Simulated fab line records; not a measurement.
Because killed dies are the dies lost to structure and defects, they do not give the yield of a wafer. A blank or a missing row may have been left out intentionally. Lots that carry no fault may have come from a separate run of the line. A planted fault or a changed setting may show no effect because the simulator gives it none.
Code-filled problem report in 8D (eight disciplines) form + flow n5 finfet + the parts of the form that need people (team, actions taken, sign-off) are left out

## 1. PROBLEM STATEMENT
A mean of 107 is read at N5_PASSIVATION_PROBE_49 for killed_at_M0_to_M3, taken on 1 wafer of 1 lot, against 34 (standard deviation 9.2) on wafers free of any fault. That puts it +7.9 standard deviations away from the usual mean.
The first sign was on wafer L107.2 at day 17 01:11, on prober-02. The record holds 1 wafer of 1 lot with a number at this step. Rule for "out" (also "out of limits"): further than 4 standard deviations from the usual mean. The rest of the wafers with a number are treated as sound.

## 2. WHAT IT IS, WHAT IT ISN'T
| question                    | is                                                                                                      | is not                                                                                                    |
|-----------------------------|---------------------------------------------------------------------------------------------------------|-----------------------------------------------------------------------------------------------------------|
| which readings at this step | killed_at_M0_to_M3, defect limited yield, killed dies, sort_bin_5_function, sort n pass, sort yield pct | killed_at_M4_up, killed at contacts, killed at front end, killed at other, killed open, sort_bin_6_memory |
| which lots                  | L107                                                                                                    | -                                                                                                         |
| which wafers of those lots  | all that have a number                                                                                  | -                                                                                                         |
| read on which tools         | prober-02                                                                                               | -                                                                                                         |
| when                        | from day 17 01:11                                                                                       | up to then (0 sound wafers)                                                                               |

## 3. SUSPECTS, AND WHAT RULES EACH OUT
Counting: a tool stays on the suspect list if, at a process step up to the reading, it processed all lots that are out and no sound lot following the first of them.
- rie si-06 at N5_BEOL_M0_SAQP_MANDREL_ETCH_20 (etches a-Si in HBr/Cl2, stops on SiNx, target depth 60 nm, bt time 10 s, time 30 s): kept. It ran the lot that is out, L107 (day 10 07:04), and no sound lot after that.
- rie diel-04 at N5_MIM_TOP_LITHO_DESCUM_10 (chemistry O2, time 7.9 s): kept. It ran the lot that is out, L107 (day 16 14:14), and no sound lot after that.
- rie diel-03 at N5_PASSIVATION_ETCH_15 (etches SiCN in CF4/N2, target depth 75 nm, time 81.2 s): kept. It ran the lot that is out, L107 (day 17 01:11), and no sound lot after that. N5_PASSIVATION_ETCH_15: start missing for some lots; hours and lot order therefore follow N5_PASSIVATION_PROBE_49.
- prober-02 at N5_PASSIVATION_PROBE_49: kept. It ran the lot that is out, L107 (day 17 01:11), and no sound lot after that. On those wafers its own readings are out: defect limited yield, killed_at_M0_to_M3, killed dies, sort_bin_5_function, sort n pass, sort yield pct.
Left after counting: rie si-06 at N5_BEOL_M0_SAQP_MANDREL_ETCH_20, rie diel-04 at N5_MIM_TOP_LITHO_DESCUM_10, rie diel-03 at N5_PASSIVATION_ETCH_15, prober-02 at N5_PASSIVATION_PROBE_49.

## 4. THE CAUSE (what the simulator had put in)
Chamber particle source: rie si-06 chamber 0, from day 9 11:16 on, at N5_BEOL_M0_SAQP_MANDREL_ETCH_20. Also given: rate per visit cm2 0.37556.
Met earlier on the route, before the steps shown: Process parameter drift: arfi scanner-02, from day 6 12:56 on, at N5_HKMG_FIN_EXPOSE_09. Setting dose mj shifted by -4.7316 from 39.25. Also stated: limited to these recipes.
Of the 4 suspects that counting leaves, this tool is one.

## 5. THE CHAIN OF EFFECTS, in route order
Rows list readings where the struck wafers' mean (over those with a number) sits beyond 3 standard deviations from the usual. Scope: only readings with a usual standard deviation given in the record; hours: median across lots of the time from each lot's start at the first step in this table that gives one to its start at this step; sigmas: change in usual standard deviations.
| hours | step                    | reading              | usual  | on struck wafers | change | sigmas |
|-------|-------------------------|----------------------|--------|------------------|--------|--------|
| 0     | N5_PASSIVATION_PROBE_49 | defect limited yield | 91.2 % | 84.9             | -6.3   | -4.8   |
| 0     | N5_PASSIVATION_PROBE_49 | killed_at_M0_to_M3   | 34     | 107              | +73    | +7.9   |
| 0     | N5_PASSIVATION_PROBE_49 | killed dies          | 104    | 178              | +74    | +4.9   |
| 0     | N5_PASSIVATION_PROBE_49 | sort_bin_5_function  | 5.2 %  | 10.0             | +4.8   | +5.5   |
| 0     | N5_PASSIVATION_PROBE_49 | sort n pass          | 1076   | 1002             | -74    | -4.9   |
| 0     | N5_PASSIVATION_PROBE_49 | sort yield pct       | 91.2 % | 84.9             | -6.3   | -4.8   |
The process steps in it:
- N5_PASSIVATION_PROBE_49

## 6. WHAT WOULD HAVE CAUGHT IT SOONER
The fault began at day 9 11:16; the first out-of-limits reading in this record came at day 17 01:11, 182 hours later.
No tool reading at N5_BEOL_M0_SAQP_MANDREL_ETCH_20 that has a usual standard deviation in the record was out on any struck wafer, so an alarm limit of 4 standard deviations on those readings would not have fired.
Each of the lots that are out, 1 in all, had begun N5_BEOL_M0_SAQP_MANDREL_ETCH_20 on rie si-06 no later than day 17 01:11. Tool hold at that time: it would have spared none of them.
